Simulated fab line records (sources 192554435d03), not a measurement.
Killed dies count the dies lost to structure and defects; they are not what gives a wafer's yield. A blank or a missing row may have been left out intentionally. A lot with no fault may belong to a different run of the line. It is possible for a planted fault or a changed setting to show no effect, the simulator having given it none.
A struck lot beside a sound one / flow n5_finfet / 15 out of 1938 route steps
Sound: the wafers L749.1, L749.2, L749.5. Struck: wafer L768.5 (left out: L768.2, L768.4 of the same lot, which were not struck); the cause appears at the end.
For every step that has rows: the tool of each side, followed by ch and its chambers, followed by its first start. Under that, the readings that differ: sound wafers / struck wafers / difference of the means / sigmas: that difference in standard deviations of wafers without a fault.
alike: a reading whose means differ by less than 2 such deviations, as well as words and numbers matching on both sides. not compared: withheld readings; readings where some wafer has no value; bounds like >300 that might hide an equal value; numbers whose values overlap and for which the record gives no deviation.
Wherever a step has rows on one side only, a row that says differs or no value, or a row with sigmas, the two part there. When numbers do not overlap yet have no deviation, they are printed without sigmas and do not part them. A reading missing from all wafers of one side parts the sides only when that side holds two or more wafers.

N5_SD_ACTIVATION_LSA_01: time 0.0008 s.
  sound on laser_anneal-01 ch 0, day 3 08:37; struck on laser_anneal-02 ch 0, day 8 06:43
reading=wafer_temp_C_max; sound=1082.5 1082.0 1081.4; struck=1088.8; difference=+6.8; sigmas=+3
N5_SD_ACTIVATION_RS_MEAS_03: measurement is done with a four-point probe.
  sound on film_metro-01 at day 3 08:50; struck on film_metro-02 at day 8 06:55
  alike: RS_SD_N, RS_SD_P
N5_SD_ACTIVATION_INSPECT_02: inspects for defects (darkfield).
  sound on defect_inspect-02 at day 3 09:09; struck on defect_inspect-02 at day 8 07:13
  alike: raw_defect_count
N5_ILD0_LINER_00: material SiNx, target thk 4 nm, pulse time 1 s, purge time 2 s.
  sound on ald_sin-02 ch 1,3, day 3 09:11; struck on ald_sin-03 ch 0, day 8 07:15
reading=heater_power_w (W); sound=930 1023 1039; struck=824; difference=-173; sigmas=-2
  alike: precursor_pulse_height_rel
  not compared: since_wet_clean_h
then, 2 steps without rows for these wafers: N5_ILD0_FCVD_FILL_01 (material SiO2 flowable, target thk 200 nm, time 328.3 s); N5_ILD0_CURE_02 (time 1800 s).
N5_ILD0_CMP_03: polishes, stops on SiNx, t overpolish 1.9 s, target thk 197.38 nm.
  sound on cmp-02 ch 0,1, day 3 11:33; struck on cmp-02 ch 2, day 8 09:44
  alike: motor_current_A, overpolish_run_s, time_to_endpoint_s
N5_ILD0_THK_MEAS_04:
  sound on film_metro-02 at day 3 11:50; struck on film_metro-02 at day 8 09:59
  alike: thk_nm
N5_ILD0_CMP_07: polishes SiO2 flowable, stops on poly-Si, t overpolish 1.18 s, target thk 138.88 nm.
  sound on cmp-02 ch 1,3, day 3 11:55; struck on cmp-01 ch 1, day 8 10:06
  alike: motor_current_A
N5_ILD0_THK_MEAS_08:
  sound on film_metro-02 at day 3 12:10; struck on film_metro-02 at day 8 10:19
  alike: thk_nm
then, 1 step without rows for these wafers: N5_ILD0_PRECLEAN_10 (cleans in NF3:NH3, afs cycles 5, time 20 s, sublimation time 60 s).
N5_ILD0_ALD_15: deposits SiNx, target thk 24 nm, pulse time 1 s, ald cycles 480.
  sound on ald_sin-02 ch 0,3, day 3 12:53; struck on ald_sin-03 ch 3, day 8 12:43
reading=ald_cycles; sound=480 480 480; struck=851; difference=+371; sigmas=
reading=model.SiNx_of_ILD0_ALD_15.thk_nm (nm); sound=23.8 24 24; struck=42.6; difference=+18.7; sigmas=
  alike: heater_power_w, precursor_pulse_height_rel
  not compared: since_wet_clean_h
N5_ILD0_CMP_12: polishes SiNx, stops on poly-Si, t overpolish 6 s, target thk 17.67 nm.
  sound on cmp-02 ch 1,3, day 3 15:07; struck on cmp-04 ch 3, day 8 13:49
reading=time_to_endpoint_s (s); sound=30.4 30.0 31.2; struck=48.8; difference=+18.3; sigmas=+8
  alike: motor_current_A
N5_ILD0_THK_MEAS_13:
  sound on film_metro-01 at day 3 15:23; struck on film_metro-02 at day 8 14:07
  alike: thk_nm
-- the record jumps here: 4 days lie between the struck wafers' starts before and after (it left off in module ILD0 and takes up again in module BEOL_M4, whose first step shown is number 1111 of the route) --
N5_BEOL_M4_RC_MEAS_101:
  sound on prober-02 ch 0, day 7 22:13; struck on prober-01 ch 0, day 12 14:20
  alike: DIBL_N, DIBL_P, IOFF_N, IOFF_P, ION_N, ION_P, SS_N, SS_P, VT_N, VT_P

## WHERE THEY PART
At N5_SD_ACTIVATION_LSA_01 first; at N5_ILD0_CMP_12 last (within this record only). Later steps at which nothing parts them and some readings are alike: N5_ILD0_THK_MEAS_13, N5_BEOL_M4_RC_MEAS_101.

WHY: whatever the simulator had introduced
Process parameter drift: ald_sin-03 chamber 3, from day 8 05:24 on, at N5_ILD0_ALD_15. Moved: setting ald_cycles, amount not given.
